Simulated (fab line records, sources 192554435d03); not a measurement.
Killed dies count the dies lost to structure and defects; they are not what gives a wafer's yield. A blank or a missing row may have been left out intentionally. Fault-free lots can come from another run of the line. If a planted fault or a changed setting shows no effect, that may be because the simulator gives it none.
The same fault as seen by 3 desks || flow n5_finfet || only its own numbers are on each desk; what lay behind them is given at the end
Where a reading is given only as a bound, like >300, the bound stands for it, and a mean or a difference that rests on one is marked > or <: the true number lies beyond.

THE DEFECT DESK
What the inspections along the route counted, lot by lot: means of the sampled wafers that have a number. A lot is out of limits, marked OUT, if its mean lies more than 4 standard deviations from the usual mean; the brackets give that distance.
Columns: A = raw_defect_count at N5_SD_EPI_N_INSPECT_26, usual 213; B = raw_defect_count at N5_SD_EPI_P_INSPECT_11, usual 2.1; C = raw_defect_count at N5_SD_EPI_P_INSPECT_26, usual 179; D = raw_defect_count at N5_SD_ACTIVATION_INSPECT_02, usual 182
{"lot": "L463", "first seen here": "day 3 14:05", "A": 171, "B": 3.0, "C": 121, "D": 125}
{"lot": "L483", "first seen here": "day 8 12:38", "A": 328, "B": ">101 (>+71) OUT", "C": 286, "D": 281}
{"lot": "L485", "first seen here": "day 9 03:10", "A": 247, "B": 1.7, "C": 235, "D": 248}
Finding of this desk: L483 out of limits; the first was L483 at day 8 12:58, on raw_defect_count at N5_SD_EPI_P_INSPECT_11. L463, L485: within limits.

AT THE TOOL OWNER'S DESK: wet_bench-01
The tool's own readings at N5_SD_EPI_N_STRIP_18 (strips in SPM, time 750 s): means of the sampled wafers that have a number, for each lot that ran on this tool. A lot is out of limits, marked OUT, if its mean lies more than 4 standard deviations from the usual mean; the brackets give that distance.
Columns: A = bath_heat_duty_pct at N5_SD_EPI_N_STRIP_18, usual 15.3 %
{"lot": "L463", "first seen here": "day 3 10:05", "A": 14.9}
{"lot": "L483", "first seen here": "day 8 09:16", "A": 13.9}
This desk found nothing out of limits on any of the 2 lots.

AT THE METROLOGY DESK
Lot by lot, what the gauges showed, no matter which tool ran the lot: averages of those sampled wafers that carry a number. A lot is out of limits, marked OUT, if its mean lies more than 4 standard deviations from the usual mean; the brackets give that distance. Only the readings that lie furthest out on some lot appear, 7 of the 10 it has.
Columns: A = DIBL_N at N5_BEOL_M4_RC_MEAS_101, usual 35.4 mV/V; B = DIBL_P at N5_BEOL_M4_RC_MEAS_101, usual 34.8 mV/V; C = IOFF_N at N5_BEOL_M4_RC_MEAS_101, usual 0.15 nA/um; D = ION_N at N5_BEOL_M4_RC_MEAS_101, usual 677 uA/um; E = ION_P at N5_BEOL_M4_RC_MEAS_101, usual 462 uA/um; F = SS_N at N5_BEOL_M4_RC_MEAS_101, usual 71.4 mV/dec; G = VT_P at N5_BEOL_M4_RC_MEAS_101, usual -251 mV
{"lot": "L463", "first seen here": "day 8 15:35", "A": 33.8, "B": 31.0, "C": 0.12, "D": 675, "E": 469, "F": 70.7, "G": -250}
{"lot": "L483", "first seen here": "day 13 15:58", "A": 34.9, "B": 33.9, "C": 0.15, "D": 692, "E": 470, "F": 71.2, "G": -250}
{"lot": "L485", "first seen here": "day 14 14:11", "A": 35.0, "B": 35.4, "C": 0.15, "D": 691, "E": 464, "F": 71.7, "G": -253}
This desk found nothing out of limits on any of the 3 lots.

ALL TOGETHER
The defect desk could have raised an alarm at day 8 12:58, on L483.
The tool owner's desk saw nothing out of limits.
At the metrology desk, nothing out of limits was observed.
On record at the tool owner's desk: L483, within its limits.
The metrology desk holds a record of L483, inside its limits.
The lots listed all ran N5_SD_EPI_N_STRIP_18 on wet_bench-01.

WHAT THE SIMULATOR HAD INSERTED
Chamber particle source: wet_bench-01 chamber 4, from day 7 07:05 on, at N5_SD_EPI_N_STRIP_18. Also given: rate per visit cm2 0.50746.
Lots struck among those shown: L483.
Hours from the fault's start to each desk's first reading out of limits: the defect desk, 30.
